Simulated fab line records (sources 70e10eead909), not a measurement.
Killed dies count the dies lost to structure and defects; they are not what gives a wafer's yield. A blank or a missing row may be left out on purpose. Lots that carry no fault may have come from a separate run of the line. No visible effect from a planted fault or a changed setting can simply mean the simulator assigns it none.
Which tool was responsible? | flow nandHarc | 11 lots, 33 wafers sampled, at 3 steps of a route of 1159

== WHAT THE GAUGES READ, wafer by wafer ==
NHARC_P_GATE_CD_MEAS_26: target cd 120 nm.
lot  | measured    | on       | cdNm (nm)
L136 | day 4 13:29 | cdSem-02 | 119.6 120.1 119.9
L137 | day 4 13:39 | cdSem-02 | 119.8 119.4 120.3
L139 | day 5 04:25 | cdSem-02 | 121.1 120.0 121.1
L138 | day 5 04:35 | cdSem-01 | 120.7 119.2 119.5
L142 | day 6 02:40 | cdSem-03 | 118.2 118.1 118.8
L143 | day 6 14:40 | cdSem-03 | 119.0 119.5 119.6
L145 | day 6 20:49 | cdSem-02 | 120.1 119.5 119.4
L148 | day 8 00:46 | cdSem-01 | 118.8 119.7 119.9
L147 | day 8 01:19 | cdSem-02 | 120.5 119.3 119.8
L154 | day 9 07:16 | cdSem-03 | 123.9 124.3 124.1
L156 | day 9 17:09 | cdSem-03 | 124.5 124.6 124.8

NHARC_P_GATE_CD_MEAS_33.
lot  | measured    | on       | cdNm (nm)
L136 | day 4 14:31 | cdSem-02 | 121.7 120.2 120.7
L137 | day 4 14:41 | cdSem-03 | 119.1 119.3 120.0
L139 | day 5 05:25 | cdSem-01 | 121.9 119.2 123.0
L138 | day 5 05:34 | cdSem-01 | 121.2 120.3 121.3
L142 | day 6 03:40 | cdSem-01 | 119.2 117.7 118.0
L143 | day 6 15:53 | cdSem-02 | 119.8 116.1 120.0
L145 | day 6 21:52 | cdSem-01 | 118.5 119.5 117.6
L148 | day 8 02:18 | cdSem-01 | 122.2 120.2 122.7
L147 | day 8 02:43 | cdSem-02 | 121.6 118.1 122.9
L154 | day 9 08:55 | cdSem-01 | 128.1 126.3 125.1
L156 | day 9 18:36 | cdSem-02 | 128.4 127.7 126.6

== WHAT TOOL EACH LOT RAN ON (gives the tool, then ch and the chambers of the sampled wafers, and finally the start) ==
lot  | NHARC_P_GATE_PEB_24
L136 | lithoTrack-06 ch 0, day 4 13:25
L137 | lithoTrack-01 ch 0, day 4 13:34
L139 | lithoTrack-04 ch 0, day 5 04:21
L138 | lithoTrack-01 ch 0, day 5 04:30
L142 | lithoTrack-01 ch 0, day 6 02:34
L143 | lithoTrack-01 ch 0, day 6 14:35
L145 | lithoTrack-04 ch 0, day 6 20:44
L148 | lithoTrack-04 ch 0, day 8 00:41
L147 | lithoTrack-04 ch 0, day 8 01:14
L154 | lithoTrack-04 ch 0, day 9 07:11
L156 | lithoTrack-04 ch 0, day 9 17:04
- NHARC_P_GATE_PEB_24: peb time 65 s.

== WHAT THE TOOLS THEMSELVES READ (means of the sampled wafers that have a number; where no wafer has one, the mark that the record gives instead) ==
NHARC_P_GATE_PEB_24.
lot  | tool          | heaterPowerTotalW (W) | resistLineTempC (C)
L136 | lithoTrack-06 | 156.4                 | 23.14
L137 | lithoTrack-01 | 156.4                 | 23.04
L139 | lithoTrack-04 | 156.5                 | 22.89
L138 | lithoTrack-01 | 156.6                 | 23.06
L142 | lithoTrack-01 | 156.6                 | 23.05
L143 | lithoTrack-01 | 156.8                 | 23.01
L145 | lithoTrack-04 | 156.5                 | 22.92
L148 | lithoTrack-04 | 156.7                 | 23.17
L147 | lithoTrack-04 | 156.3                 | 23.00
L154 | lithoTrack-04 | 167.4                 | 23.03
L156 | lithoTrack-04 | 167.8                 | 22.99

== THE ANSWER, worked out from the rows above alone ==
Rule: what is usual is taken from the lots themselves. Put in order of their means at a reading, lots are off if they are a third of the lots or fewer, leave a main group of 4 or more, and stand apart from it by a gap of 3 or more times the standard deviation of the main group's means; of several such gaps the widest counts. If all means in a main group match to the digits the tables above print for the reading, that group is not used. A lot without any number at a reading at which 4 lots or more have one is off too. The other lots that the step has rows for count as sound. The gauges are gone through in route order, then the tools' own readings, and for those a lot's mean is taken as printed above. At the first step where some lot is off, the reading lying furthest off is the one used; lots without a number count as furthest.
Off: L154, L156, at NHARC_P_GATE_CD_MEAS_26 (cdNm). Main group: mean 119.7 nm, sd 0.59.
A tool fits if, at a process step before that reading, it ran every lot that is off, and no sound lot after the first of them. Not tried: the gauges at NHARC_P_GATE_CD_MEAS_26; whatever is off there is also off at NHARC_P_GATE_CD_MEAS_33, on other tools, and gauge error can't account for it. One fits: NHARC_P_GATE_PEB_24 on lithoTrack-04. A fault onset in the window from L147 (day 8 01:14, its last sound lot) to L154 (day 9 07:11, its first lot off) fits.
On the lots that are off, the tool's own readings at NHARC_P_GATE_PEB_24 differ by more than 5 times the standard deviation of the sound lots' means, which bears it out; heaterPowerTotalW reads 167.6 W there versus 156.5 W on the sound lots.

== WHAT THE SIMULATOR HAD INSERTED ==
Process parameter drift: lithoTrack-04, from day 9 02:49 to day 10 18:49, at NHARC_P_GATE_PEB_24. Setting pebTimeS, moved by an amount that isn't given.
Shown lots that were struck: L154, L156. The rule given above showed the same thing.
